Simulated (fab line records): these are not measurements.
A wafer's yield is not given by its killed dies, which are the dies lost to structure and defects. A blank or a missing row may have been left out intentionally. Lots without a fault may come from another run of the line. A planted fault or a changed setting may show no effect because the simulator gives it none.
Which of the tools did it?	flow n5Finfet	24 lots with 72 wafers sampled at 2 steps, on a route of 1938 steps

WHAT THE GAUGES READ, wafer by wafer
N5_BEOL_M8_OVL_MEAS_29. Usual: V7_OVL typically reads 0.2 nm, with standard deviation 0.71.
lot	measured	on	V7_OVL (nm)	flag
L074	day 9 07:44	overlay-02	0.5 0.2 -0.5	
L075	day 9 16:53	overlay-01	0.1 -0.3 -0.4	
L077	day 10 03:11	overlay-02	0.1 -0.9 -1.0	
L076	day 10 17:37	overlay-01	-0.3 0.3 -0.3	
L078	day 11 04:36	overlay-01	0.9 1.4 1.5	
L079	day 11 13:37	overlay-01	0.1 0.6 0.3	
L080	day 12 00:47	overlay-02	-0.5 -0.4 -0.3	
L082	day 12 00:50	overlay-01	-0.1 0.2 0.4	
L081	day 12 04:32	overlay-01	1.4 -0.1 0.5	
L083	day 12 13:32	overlay-02	0.3 -1.3 0.9	
L084	day 12 13:21	overlay-01	0.0 1.1 0.9	
L086	day 12 21:19	overlay-02	-0.2 -0.9 -0.3	
L085	day 12 21:15	overlay-01	0.1 -0.1 0.4	
L088	day 13 03:49	overlay-02	0.7 0.3 1.3	
L087	day 13 07:59	overlay-01	-1.0 -0.8 -0.3	
L090	day 13 13:22	overlay-02	-0.4 -0.8 -0.3	
L089	day 13 21:00	overlay-02	-0.6 0.1 0.9	
L091	day 14 06:02	overlay-02	0.0 0.2 -0.5	
L092	day 14 06:07	overlay-02	0.8 0.7 0.3	
L093	day 14 17:42	overlay-01	0.3 0.0 1.4	
L094	day 15 01:42	overlay-02	0.5 0.8 1.5	
L095	day 15 13:08	overlay-01	-0.8 -0.4 -0.1	
L097	day 15 19:22	overlay-02	-1.4 -1.4 -0.1	
L096	day 15 17:32	overlay-02	0.4 0.5 0.2	

WHICH TOOL RAN EACH LOT (tool, then ch and the chambers of the sampled wafers, then the start)
lot	N5_BEOL_M8_ETCH_62
L074	rieDiel-04 ch 0,2, day 9 05:54
L075	rieDiel-06 ch 0,3, day 9 15:59
L077	rieDiel-01 ch 0,1,2, day 10 01:08
L076	rieDiel-01 ch 0,2,3, day 10 15:50
L078	rieDiel-04 ch 0,1,3, day 10 22:44
L079	rieDiel-06 ch 1,2, day 11 12:43
L080	rieDiel-04 ch 0,3, day 11 22:31
L082	rieDiel-01 ch 0,2,3, day 11 22:40
L081	rieDiel-06 ch 1,3, day 12 02:06
L083	rieDiel-06 ch 0,1,3, day 12 11:05
L084	rieDiel-04 ch 0,1,3, day 12 11:07
L086	rieDiel-04 ch 0,2,3, day 12 17:37
L085	rieDiel-01 ch 0,2,3, day 12 17:59
L088	rieDiel-06 ch 1,3, day 13 01:42
L087	rieDiel-06 ch 1,3, day 13 06:44
L090	rieDiel-01 ch 0,3, day 13 10:02
L089	rieDiel-06 ch 1,2,3, day 13 19:01
L091	rieDiel-01 ch 2,3, day 14 04:15
L092	rieDiel-01 ch 0,1,2, day 14 04:54
L093	rieDiel-01 ch 0,3, day 14 16:52
L094	rieDiel-01 ch 0,3, day 14 21:42
L095	rieDiel-06 ch 0,2,3, day 15 12:13
L097	rieDiel-04 ch 0,1,3, day 15 14:42
L096	rieDiel-06 ch 1,2, day 15 16:14
- N5_BEOL_M8_ETCH_62: etches SOC in N2/H2, target depth 110 nm, overetch 22 nm, time 165 s.

AS READ BY THE TOOLS THEMSELVES (means over the sampled wafers that have a number; for cases with no such wafer, the mark the record gives instead)
N5_BEOL_M8_ETCH_62. Usual: drypumpMotorCurrentA 5.6 A, standard deviation 0.44; oesProductAu 0.69 a.u., standard deviation 0.06; rfFwdPowerW 837.5 W, standard deviation 2.8; rfVppV 523.6 V, standard deviation 2.5; showerheadPlenumPTorr 2.54 Torr, standard deviation 0.087; throttleValvePct 17.72 %, standard deviation 0.14.
lot	tool	drypumpMotorCurrentA (A)	oesProductAu (a.u.)	rfFwdPowerW (W)	rfVppV (V)	showerheadPlenumPTorr (Torr)	throttleValvePct (%)	flag
L074	rieDiel-04	6.0	0.63	840.4	523.3	2.50	17.60	
L075	rieDiel-06	5.1	0.67	834.2	523.4	2.53	17.75	
L077	rieDiel-01	5.4	0.67	836.7	523.4	2.54	17.82	
L076	rieDiel-01	5.6	0.74	838.3	523.5	2.55	17.66	
L078	rieDiel-04	5.6	0.70	840.6	523.1	2.51	17.79	
L079	rieDiel-06	6.1	0.71	836.4	527.4	2.66	17.69	
L080	rieDiel-04	5.6	0.66	837.9	520.5	2.44	17.73	
L082	rieDiel-01	5.6	0.72	835.3	523.7	2.54	17.68	
L081	rieDiel-06	5.9	0.71	838.7	525.5	2.62	17.76	
L083	rieDiel-06	5.5	0.67	838.2	526.1	2.59	17.73	
L084	rieDiel-04	5.7	0.68	837.5	523.0	2.50	17.79	
L086	rieDiel-04	5.7	0.63	837.6	521.7	2.47	17.73	
L085	rieDiel-01	5.6	0.71	838.7	523.2	2.54	17.69	
L088	rieDiel-06	5.9	0.71	837.2	526.6	2.62	17.76	
L087	rieDiel-06	5.9	0.71	836.2	525.4	2.62	17.77	
L090	rieDiel-01	5.8	0.73	839.0	523.4	2.55	17.73	
L089	rieDiel-06	5.7	0.69	836.6	525.1	2.57	17.77	
L091	rieDiel-01	6.0	0.73	839.1	522.5	2.48	17.66	
L092	rieDiel-01	5.4	0.70	836.0	523.3	2.53	17.75	
L093	rieDiel-01	5.8	0.72	838.2	523.9	2.55	17.77	
L094	rieDiel-01	5.9	0.72	838.1	524.1	2.55	17.77	
L095	rieDiel-06	5.4	0.72	836.5	523.5	2.54	17.66	
L097	rieDiel-04	5.7	0.67	837.8	522.5	2.49	17.84	
L096	rieDiel-06	6.0	0.67	837.3	525.6	2.60	17.75	

THE ANSWER, worked out from the rows above alone
Rule: take the mean of a lot's wafers that have a number; if it is more than 3 standard deviations from the usual mean, the lot is off. Also off: a lot with no number at a reading for which 4 or more lots have one. All remaining lots with rows at the step are treated as sound. The gauges are gone through in route order, then the tools' own readings, and for those a lot's mean is taken as printed above. The first step at which some lot is off is used, and at that step the reading that is off furthest; a lot without a number counts as furthest.
Across all readings shown, no lot is off: no conclusion can be drawn from this.

WHAT THE SIMULATOR PUT IN
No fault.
